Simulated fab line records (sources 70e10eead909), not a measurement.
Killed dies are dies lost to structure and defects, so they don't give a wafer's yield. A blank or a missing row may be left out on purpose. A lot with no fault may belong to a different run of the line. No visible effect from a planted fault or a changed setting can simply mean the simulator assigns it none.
Problem report, 8D (eight disciplines) form, completed by code -- flow nandHarc -- the parts of the form that need people (team, actions taken, sign-off) are left out

## 1. THE PROBLEM
rawDefectCount at NHARC_A_ZERO_WELL_INSPECT_17 reads a mean of 1075 on 1 wafer of 1 lot; wafers without a fault read 11 with a standard deviation of 5.8. So: +99 or more standard deviations from the usual mean.
Seen first at day 10 15:13 on defectInspect-01, wafer L716.6. Wafers with a number at this step in the record: 36, from 12 lots. By rule, "out" or "out of limits" means more than 4 standard deviations away from the usual mean. The rest of the wafers with a number are treated as sound.

## 2. WHAT IT IS; WHAT IT IS NOT
question,is,is not
which readings at this step,rawDefectCount,-
which lots,L716,"L703, L704, L705, L707, L708, L709, L712, L713, L714, L723, L724"
which wafers of those lots,L716.6,"L716.2, L716.3"
read on which gauges,defectInspect-01,defectInspect-02
when,from day 10 15:13,"up to then (29 sound wafers); but 6 sound wafers of L723, L724 came after"

## 3. WHAT RULES OUT EACH SUSPECT
Counting: any tool at a process step up to the reading remains a suspect provided it ran every lot that is out. Sound lots after the first of them don't rule it out here, since some wafers of a struck lot are sound.
- the gauge at NHARC_A_ZERO_WELL_INSPECT_17 has been ruled out. All the wafers that are out were read on defectInspect-01, but those of them that NHARC_END_SORT_01 has rows for are out there too, on other tools.
- pvdSputter-03 at NHARC_P_BONDPAD_DEGAS_25 (time 60 s): kept. It ran the lot that is out, L716 (day 10 10:58); its last sound lot up to then is L714 (day 9 16:55).
- wetBench-02 at NHARC_A_ZERO_WELL_STRIP_14 (strips in SPM, time 900 s): kept. It ran the lot that is out, L716 (day 10 14:16); its last sound lot up to then is L713 (day 9 09:58).
- rtpAnneal-02 at NHARC_A_ZERO_WELL_RTA_16 (time 10 s): kept. It ran the lot that is out, L716 (day 10 15:03); its last sound lot up to then is L714 (day 9 21:09).
- In wetBench-02 at NHARC_A_ZERO_WELL_STRIP_14, the wafers that are out were processed in chamber 6 and their sound lot-mates in chambers 4, 5.
The count leaves pvdSputter-03 at NHARC_P_BONDPAD_DEGAS_25, wetBench-02 at NHARC_A_ZERO_WELL_STRIP_14, and rtpAnneal-02 at NHARC_A_ZERO_WELL_RTA_16.

## 4. THE CAUSE (what the simulator had put in)
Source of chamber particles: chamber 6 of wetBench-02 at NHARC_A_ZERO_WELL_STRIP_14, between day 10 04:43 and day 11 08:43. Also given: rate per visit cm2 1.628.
Counting leaves 3 suspects; this tool is one of them.

## 5. SEQUENCE OF EFFECTS, ordered by route
Rows list readings where the struck wafers' mean (over those with a number) sits beyond 3 standard deviations from the usual. Only readings for which the record gives a usual standard deviation are gone through. hours: the time from each lot's start at the first step in this table that gives one to its start at this step, as a median over the lots. sigmas: the change in usual standard deviations.
hours,step,reading,usual,on struck wafers,change,sigmas
0,NHARC_A_ZERO_WELL_INSPECT_17,rawDefectCount,11,1075,+1064,+99 or more
21,NHARC_A_SOURCE_PLATE_INSPECT_08,rawDefectCount,63,1187,+1124,+43
305,NHARC_END_SORT_01,killedAtArray,25,140,+115,+12
305,NHARC_END_SORT_01,killedDies,29,140,+111,+11
Later steps that measure or inspect, where all struck wafers having a row at the step show a number for every such reading and not one has moved that far: NHARC_A_ONON_D1_THK_MEAS_02.

## 6. WHAT WOULD HAVE CAUGHT IT SOONER
11 hours passed between the start of the fault at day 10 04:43 and the first reading out of limits at a measuring or inspecting step in this record, taken at day 10 15:13.
Of the tool readings at NHARC_A_ZERO_WELL_STRIP_14 for which the record gives a usual standard deviation, none was out on any struck wafer, so an alarm limit of 4 standard deviations on them would not have fired.
All the lots that are out (1) had begun NHARC_A_ZERO_WELL_STRIP_14 on wetBench-02 by day 10 15:13. Holding the tool at that point would not have protected any of them.
